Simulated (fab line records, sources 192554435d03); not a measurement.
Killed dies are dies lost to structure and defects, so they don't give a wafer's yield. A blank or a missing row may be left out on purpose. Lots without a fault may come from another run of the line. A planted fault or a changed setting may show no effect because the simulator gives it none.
Split-lot experiment | flow n5_finfet | 7 lots, 21 wafers read, on a route of 1938 steps

THE SPLIT
At N5_HKMG_FIN_ETCH_32 (etches SOC in N2/H2, target depth 240 nm, time 300 s), the setting bias_w was moved away from the recipe's 150 W on 9 of the 21 wafers read, by -15.5% to +15.2%. The other wafers ran this setting at the recipe's value.

The reading is taken at the split's own step.

THE READING
rf_vpp_V, in V, at N5_HKMG_FIN_ETCH_32 (etches SOC in N2/H2, target depth 240 nm, time 300 s). Fault-free wafers of this fab line usually give 523.8 V, standard deviation 2.3 V.

wafer  | tool, chamber at the split | bias_w as run, W | against the recipe | rf_vpp_V, V | against lot-mates on the recipe
L076.1 | rie_diel-05, 0             | 150              | recipe             | 529.2       | -
L076.3 | rie_diel-05, 2             | 150              | recipe             | 525.7       | -
L076.4 | rie_diel-05, 3             | 150              | recipe             | 524.4       | -
L083.1 | rie_diel-01, 3             | 126.7            | -15.5%             | 468.7       | -54.7
L083.3 | rie_diel-01, 1             | 126.7            | -15.5%             | 471.9       | -51.5
L083.4 | rie_diel-01, 2             | 150              | recipe             | 523.4       | -
L084.1 | rie_diel-01, 2             | 150              | recipe             | 524.1       | -
L084.3 | rie_diel-01, 0             | 150              | recipe             | 520.9       | -
L084.5 | rie_diel-01, 2             | 150              | recipe             | 522.7       | -
L086.1 | rie_diel-01, 3             | 172.8            | +15.2%             | 570.2       | +47.5
L086.2 | rie_diel-01, 0             | 172.8            | +15.2%             | 571.1       | +48.4
L086.6 | rie_diel-01, 3             | 150              | recipe             | 522.7       | -
L090.1 | rie_diel-03, 2             | 150              | recipe             | 523.2       | -
L090.4 | rie_diel-03, 1             | 170.7            | +13.8%             | 566.2       | +43.0
L090.6 | rie_diel-03, 3             | 170.7            | +13.8%             | 573.8       | +50.6
L096.1 | rie_diel-05, 0             | 136.8            | -8.8%              | 497.3       | -24.3
L096.3 | rie_diel-05, 3             | 150              | recipe             | 521.6       | -
L096.4 | rie_diel-05, 2             | 136.8            | -8.8%              | 496.8       | -24.8
L097.2 | rie_diel-03, 1             | 130.3            | -13.1%             | 477.3       | -48.9
L097.4 | rie_diel-03, 3             | 150              | recipe             | 528.5       | -
L097.5 | rie_diel-03, 1             | 150              | recipe             | 523.9       | -

THE FIT
A straight line over all 21 wafers: rf_vpp_V changes by +3.29 V for each +1% of bias_w; r = +1.00; the points scatter about the line by 2.9 V.
The same after taking each lot's own level away (the mean of its wafers on the recipe; 21 wafers): +3.31 V for each +1%; r = +1.00; scatter 2.8 V.
On that fit, the largest move of bias_w shifts the reading by 51 V.
The lots' own levels span 521.60 to 526.43 V, that is 2.1 times the standard deviation above.
So the lot-to-lot level changes the slope little: the two slopes agree.
Check: with one of the wafers moved furthest among these (-15.5%) left out of the fit, the line predicts -50.8 V for it against its lot-mates. It came out at -54.7 V against them.
Tool readings at the split's step, against how far the setting was moved: rf_vpp_V r = +1.00.

THE WHOLE CHAIN: every reading that the file lists as answering this split, in the file's order
step                | what it does                                         | reading                                                                           | change (the file's fit)               | r (the file's)
N5_HKMG_FIN_ETCH_32 | etches SOC in N2/H2, target depth 240 nm, time 300 s | rf_vpp_V                                                                          | +3.35 V for each +1% of the setting   | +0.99
N5_HKMG_FIN_ETCH_32 | etches SOC in N2/H2, target depth 240 nm, time 300 s | SiARC_of_HKMG_FIN_COAT_30.thk_nm (the simulator's own value, which no gauge read) | -0.164 nm for each +1% of the setting | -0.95

THE FILE'S OWN FIT
rf_vpp_V changes by +3.35 V for each +1% of bias_w, r = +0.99.
